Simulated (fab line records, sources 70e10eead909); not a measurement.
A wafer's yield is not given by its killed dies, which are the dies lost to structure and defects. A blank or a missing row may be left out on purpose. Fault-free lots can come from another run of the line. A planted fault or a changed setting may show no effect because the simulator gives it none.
Check of tool commonality -- flow nand-harc -- 6 lots and 18 wafers in the sample

## WHAT PROMPTED THE OPENING
At NHARC_END_SORT_01 the reading killed-at-periphery is flagged on 2 of 6 lots. No-fault wafers: 3.5, standard deviation 2.3.
Rule: flag the lot when none of its wafers has a number, or when each of its wafers that has one lies beyond 4 standard deviations from that mean. The other lots count as sound.

lot,measured,on,"killed-at-periphery, wafer by wafer",flag
L538,day 25 08:20,prober-02,4 3 0,
L543,day 28 16:53,prober-01,567 580 594,FLAGGED
L549,day 30 12:36,prober-02,573 581 580,FLAGGED
L554,day 32 18:23,prober-01,1 1 3,
L556,day 33 06:43,prober-01,4 6 4,
L558,day 34 03:35,prober-02,3 4 3,
Averaged over the flagged lots the numbers come to 579.2, +575.7 from the usual (+99 or more standard deviations).

## EACH LOT AND THE TOOL IT RAN ON
4 process steps preceding the reading are held in the record, out of 1302 steps in the route. In each cell: the tool, then ch and the chambers that the sampled wafers went through, then the start.
lot,flag,NHARC_P_ZERO_WELL_EXPOSE_34,NHARC_A_BONDPAD_CMP_29,NHARC_A_BONDPAD_ETCH_24,NHARC_A_BONDPAD_CMP_19
L538,,"krf-scanner-02 ch 0, day 3 05:50","cmp-03 ch 0,1, day 23 14:46","rie-diel-09 ch 1,2, day 23 17:55 or earlier","cmp-02 ch 1,2,3, day 23 17:55"
L543,FLAGGED,"krf-scanner-04 ch 0, day 5 07:59","cmp-03 ch 1,2,3, day 27 07:34","rie-diel-09 ch 1,2,3, day 27 10:38 or earlier","cmp-03 ch 1,2,3, day 27 10:38"
L549,FLAGGED,"krf-scanner-04 ch 0, day 7 19:52","cmp-02 ch 0,1, day 28 22:59","rie-diel-07 ch 1,2,3, day 29 00:36","cmp-01 ch 0,1,2, day 29 02:18"
L554,,"krf-scanner-02 ch 0, day 9 22:32","cmp-01 ch 1,2,3, day 31 02:09","rie-diel-09 ch 0,2,3, day 31 05:13 or earlier","cmp-01 ch 1,2,3, day 31 05:13"
L556,,"krf-scanner-02 ch 0, day 10 17:58","cmp-03 ch 0,3, day 31 14:55","rie-diel-09 ch 1,2, day 31 17:53 or earlier","cmp-03 ch 1,2, day 31 17:53"
L558,,"krf-scanner-01 ch 0, day 11 14:01","cmp-02 ch 2,3, day 32 20:09","rie-diel-09 ch 0,1,3, day 32 23:12 or earlier","cmp-02 ch 0,2, day 32 23:12"
What is done by these steps:
- NHARC_P_ZERO_WELL_EXPOSE_34: exposes mask P PWELL, target cd 720 nm.
- NHARC_A_BONDPAD_CMP_29: polishes SiCN, target thk 200 nm.
- NHARC_A_BONDPAD_ETCH_24: etches the open film in CF4/N2, target depth 30 nm, time 72.99 s.
- NHARC_A_BONDPAD_CMP_19: polishes, t overpolish 30 s, cu recess touch 16 s, target thk 169.82 nm.
- NHARC_END_SORT_01

## FLAGGED AGAINST TOTAL, ONE TOOL AT A TIME (gauges that did the reading follow at the end)
step,tool,lots run,flagged,share of the flagged lots,sound lots run after its first flagged lot
NHARC_P_ZERO_WELL_EXPOSE_34,krf-scanner-01,1,0,none,-
NHARC_P_ZERO_WELL_EXPOSE_34,krf-scanner-02,3,0,none,-
NHARC_P_ZERO_WELL_EXPOSE_34,krf-scanner-04,2,2,all,0
NHARC_A_BONDPAD_CMP_29,cmp-01,1,0,none,-
NHARC_A_BONDPAD_CMP_29,cmp-02,2,1,some,1 (L558)
NHARC_A_BONDPAD_CMP_29,cmp-03,3,1,some,1 (L556)
NHARC_A_BONDPAD_ETCH_24,rie-diel-07,1,1,some,0
NHARC_A_BONDPAD_ETCH_24,rie-diel-09,5,1,some,"3 (L554,L556,L558)"
NHARC_A_BONDPAD_CMP_19,cmp-01,2,1,some,1 (L554)
NHARC_A_BONDPAD_CMP_19,cmp-02,2,0,none,-
NHARC_A_BONDPAD_CMP_19,cmp-03,2,1,some,1 (L556)
NHARC_END_SORT_01,prober-01,3,1,some,"2 (L554,L556)"
NHARC_END_SORT_01,prober-02,3,1,some,1 (L558)
NHARC_A_BONDPAD_ETCH_24: start missing for some lots; hours and lot order therefore follow NHARC_A_BONDPAD_CMP_19.

## WHAT THE TABLE PERMITS
All flagged lots share 1 row of the table, namely krf-scanner-04 at NHARC_P_ZERO_WELL_EXPOSE_34.
- krf-scanner-04 at NHARC_P_ZERO_WELL_EXPOSE_34: 2 of its 2 lots flagged. It ran no sound lot before its first flagged lot in this sample, so the start can't be narrowed down.
Just one tool remains: krf-scanner-04 at NHARC_P_ZERO_WELL_EXPOSE_34.

## WHAT THE SIMULATOR HAD INSERTED
Scanner matching overlay: krf-scanner-04, from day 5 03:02 on, at NHARC_P_ZERO_WELL_EXPOSE_34. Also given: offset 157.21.
Struck lots among those shown: L543, L549. The same result came from the rule above.
